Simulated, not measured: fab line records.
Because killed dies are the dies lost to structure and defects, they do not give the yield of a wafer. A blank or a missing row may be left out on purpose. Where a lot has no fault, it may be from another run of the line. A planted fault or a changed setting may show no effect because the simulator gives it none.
Which of the tools did it?    flow n5-finfet    11 lots, 33 wafers sampled, at 3 steps of a route of 1938

== WHAT EACH GAUGE READ, for each wafer ==
N5_BEOL_M6_INSPECT_58: inspects for defects (darkfield).
lot   measured      on                 raw-defect-count
L209  day 8 17:19   defect-inspect-01  43 86 61
L211  day 8 20:23   defect-inspect-01  80 65 42
L212  day 10 01:10  defect-inspect-01  76 104 86
L214  day 10 01:28  defect-inspect-01  52 86 63
L218  day 10 21:22  defect-inspect-02  84 73 113
L216  day 10 21:37  defect-inspect-01  29 35 40
L221  day 12 01:16  defect-inspect-02  56 54 83
L226  day 13 03:50  defect-inspect-01  73 95 84
L229  day 13 23:42  defect-inspect-02  60 77 61
L232  day 14 14:52  defect-inspect-02  68 99 82
L231  day 14 15:14  defect-inspect-01  53 40 44

== EACH LOT AND THE TOOL THAT RAN IT (in order: tool; ch and the chambers of the sampled wafers; start) ==
lot   N5_BEOL_M6_CURE_75             N5_BEOL_M6_SURFACE_TREAT_79
L209  uv-cure-02 ch 0, day 8 14:31   pvd-sputter-01, day 8 15:34
L211  uv-cure-02 ch 2, day 8 17:25   pvd-sputter-01, day 8 19:11
L212  uv-cure-01 ch 2, day 9 22:28   pvd-sputter-03, day 9 23:19
L214  uv-cure-01 ch 0, day 9 23:07   pvd-sputter-01, day 9 23:51
L218  uv-cure-03 ch 2, day 10 18:54  pvd-sputter-02, day 10 19:59
L216  uv-cure-03 ch 0, day 10 19:12  pvd-sputter-02, day 10 20:02
L221  uv-cure-02 ch 1, day 11 22:13  pvd-sputter-01, day 11 23:25
L226  uv-cure-03 ch 1, day 13 01:47  pvd-sputter-02, day 13 02:29
L229  uv-cure-03 ch 0, day 13 21:14  pvd-sputter-02, day 13 22:10
L232  uv-cure-02 ch 2, day 14 12:13  pvd-sputter-02, day 14 12:57
L231  uv-cure-01 ch 2, day 14 12:24  pvd-sputter-02, day 14 13:37
- N5_BEOL_M6_CURE_75: cures SiCOH lowk, time 120 s.
- N5_BEOL_M6_SURFACE_TREAT_79

== THE ANSWER, worked out from the rows above alone ==
Rule: what is usual is taken from the lots themselves. Put in order of their means at a reading, lots are off if they are a third of the lots or fewer, leave a main group of 4 or more, and stand apart from it by a gap of 3 or more times the standard deviation of the main group's means; of several such gaps the widest counts. A main group whose means are all the same, to the digits that the tables above print for the reading, isn't used. Also off: a lot with no number at a reading for which 4 or more lots have one. The other lots that the step has rows for count as sound.
None of the lots is off at any reading shown; this tells nothing.

== WHAT THE SIMULATOR HAD PUT IN ==
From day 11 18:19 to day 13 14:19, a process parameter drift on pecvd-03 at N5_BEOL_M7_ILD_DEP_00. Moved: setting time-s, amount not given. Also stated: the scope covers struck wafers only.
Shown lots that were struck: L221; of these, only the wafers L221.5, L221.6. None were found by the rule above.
